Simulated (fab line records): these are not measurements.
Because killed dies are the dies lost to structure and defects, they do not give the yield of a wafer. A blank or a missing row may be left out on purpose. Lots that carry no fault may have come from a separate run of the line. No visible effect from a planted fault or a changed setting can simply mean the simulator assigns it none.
A struck lot beside a sound one + flow n5_finfet + 16 out of 1938 route steps
Sound: these wafers, L859.4, L859.5, L859.6. Struck: wafer L853.4. (L853.1 of the same lot was not struck and is left out.) The cause comes at the end.
At each step with rows: each side's tool, then ch and its chambers, then its first start. Under that, the readings that differ: sound wafers + struck wafers + difference of the means + sigmas: that difference in standard deviations of wafers without a fault.
alike: readings with means less than 2 such deviations apart, plus words and numbers identical on both sides. not compared: withheld readings, readings lacking a value on some wafer, bounds such as >300 that could conceal the same value, and numbers that have no deviation in the record and whose values overlap.
A row with sigmas, a row that says differs or no value, or rows on one side alone: a step with any of these is where the two part. When numbers do not overlap yet have no deviation, they are printed without sigmas and do not part them. Lack of a reading on every wafer of one side parts them only where that side has two or more wafers.

first, 1 step without rows for these wafers: N5_MOL_CONTACT_COAG_DESCUM_88 (chemistry O2, time 7 s).
N5_MOL_CONTACT_COAG_ETCH_89: etches underlayer in N2/H2, target depth 13 nm, time 10.4 s.
  sound on rie_diel-04 ch 0,1,3, day 8 12:18; struck on rie_diel-06 ch 2, day 6 21:51
  alike: drypump_motor_current_A, etch_rf_on_time_s, h2_flow_sccm, oes_product_au, rf_vpp_V, showerhead_plenum_p_Torr, throttle_valve_pct
  not compared: rf_hours_counter_h
N5_MOL_CONTACT_COAG_ETCH_90: etches SiARC in CF4, target depth 13 nm, time 21.7 s.
  sound on rie_diel-04 ch 0,1,3, day 8 12:19; struck on rie_diel-06 ch 2, day 6 21:52
| reading      | sound             | struck | difference | sigmas |
|--------------|-------------------|--------|------------|--------|
| rf_vpp_V (V) | 185.0 184.8 186.0 | 182.2  | -3.1       | -3     |
  alike: drypump_motor_current_A, etch_rf_on_time_s, oes_product_au, showerhead_plenum_p_Torr, throttle_valve_pct
  not compared: rf_hours_counter_h
then, 1 step without rows for these wafers: N5_MOL_CONTACT_COAG_ALD_131 (deposits SiO2, target thk 5 nm, pulse time 1 s, co reactant pulse time 1 s).
N5_MOL_CONTACT_COAG_ETCHBACK_132: etches SiO2 in CHF3, target depth 10 nm, time 6.7 s.
  sound on rie_diel-04 ch 0,1,2, day 8 14:28; struck on rie_diel-06 ch 2, day 6 22:07
  alike: CHF3_flow_sccm, drypump_motor_current_A, oes_product_au, rf_vpp_V, showerhead_plenum_p_Torr, throttle_valve_pct
  not compared: rf_hours_counter_h
N5_MOL_CONTACT_COAG_ETCH_91: etches SOC in N2/H2, target depth 60 nm, overetch 21 nm, time 101.2 s.
  sound on rie_diel-04 ch 0,1,2, day 8 14:30; struck on rie_diel-06 ch 2, day 6 22:10
| reading      | sound             | struck | difference | sigmas |
|--------------|-------------------|--------|------------|--------|
| rf_vpp_V (V) | 526.3 525.2 525.2 | 519.5  | -6.1       | -2     |
  alike: drypump_motor_current_A, h2_flow_sccm, oes_product_au, showerhead_plenum_p_Torr, throttle_valve_pct
  not compared: rf_hours_counter_h
then, 6 steps without rows for these wafers: N5_MOL_CONTACT_COAG_STRIP_92 (strips in N2/H2); N5_MOL_CONTACT_COAG_STRIP_93 (strips in N2/H2); N5_MOL_CONTACT_COAG_ETCHBACK_135 (etches SiO2 in CHF3, target depth 25 nm, time 16.7 s); N5_MOL_CONTACT_COAG_STRIP_118 (strips in CHF3); N5_MOL_CONTACT_COAG_VIA_ETCH_46 (etches SiO2 in C4F6/O2, target depth 46 nm, overetch 9.2 nm, time 40 s); N5_MOL_CONTACT_COAG_STRIP_96 (strips in N2/H2).
N5_MOL_CONTACT_COAG_ETCH_47: etches SiNx in CH3F/O2, stops on W, target depth 27 nm.
  sound on rie_diel-04 ch 0,1,2, day 8 14:44; struck on rie_diel-06 ch 2, day 6 22:23
| reading                    | sound             | struck | difference | sigmas |
|----------------------------|-------------------|--------|------------|--------|
| etch_rf_on_time_s (s)      | 30.7 30.7 30.8    | 50.8   | +20.1      | +45    |
| oes_product_au (a.u.)      | 0.78 0.72 0.77    | 0.54   | -0.22      | -3     |
| rf_vpp_V (V)               | 303.7 300.3 298.1 | 294.1  | -6.6       | -2     |
| model.etch.t_clear_s (s)   | 25.55 25.57 25.65 | 45.15  | +19.56     |        |
| model.etch.over_etch_s (s) | 5.11 5.115 5.129  | 5.624  | +0.506     |        |
  alike: O2_flow_sccm, drypump_motor_current_A, showerhead_plenum_p_Torr, throttle_valve_pct
  not compared: rf_hours_counter_h
N5_MOL_CONTACT_COAG_STRIP_119: strips in N2/H2, time 30 s.
  sound on plasma_asher-02 ch 0,1, day 8 14:50; struck on plasma_asher-02 ch 0, day 6 22:28
  alike: drypump_motor_current_A, h2_flow_sccm, heater_power_w
  not compared: rf_hours_counter_h
-- the record jumps here: 3 days lie between the struck wafers' starts before and after (it left off in module MOL_CONTACT_COAG and takes up again in module BEOL_M4, whose first step shown is number 1111 of the route) --
N5_BEOL_M4_RC_MEAS_101:
  sound on prober-01 ch 0, day 11 21:01; struck on prober-01 ch 0, day 9 22:14
  alike: DIBL_N, DIBL_P, IOFF_N, IOFF_P, ION_N, ION_P, SS_N, SS_P, VT_N, VT_P
then, 1 step without rows for these wafers: N5_PASSIVATION_PROBE_49.

== WHERE THEY PART ==
At N5_MOL_CONTACT_COAG_ETCH_90 first; at N5_MOL_CONTACT_COAG_ETCH_47 last (within this record only). Later steps at which nothing parts them and some readings are alike: N5_MOL_CONTACT_COAG_STRIP_119, N5_BEOL_M4_RC_MEAS_101.

WHY: what had been put in by the simulator
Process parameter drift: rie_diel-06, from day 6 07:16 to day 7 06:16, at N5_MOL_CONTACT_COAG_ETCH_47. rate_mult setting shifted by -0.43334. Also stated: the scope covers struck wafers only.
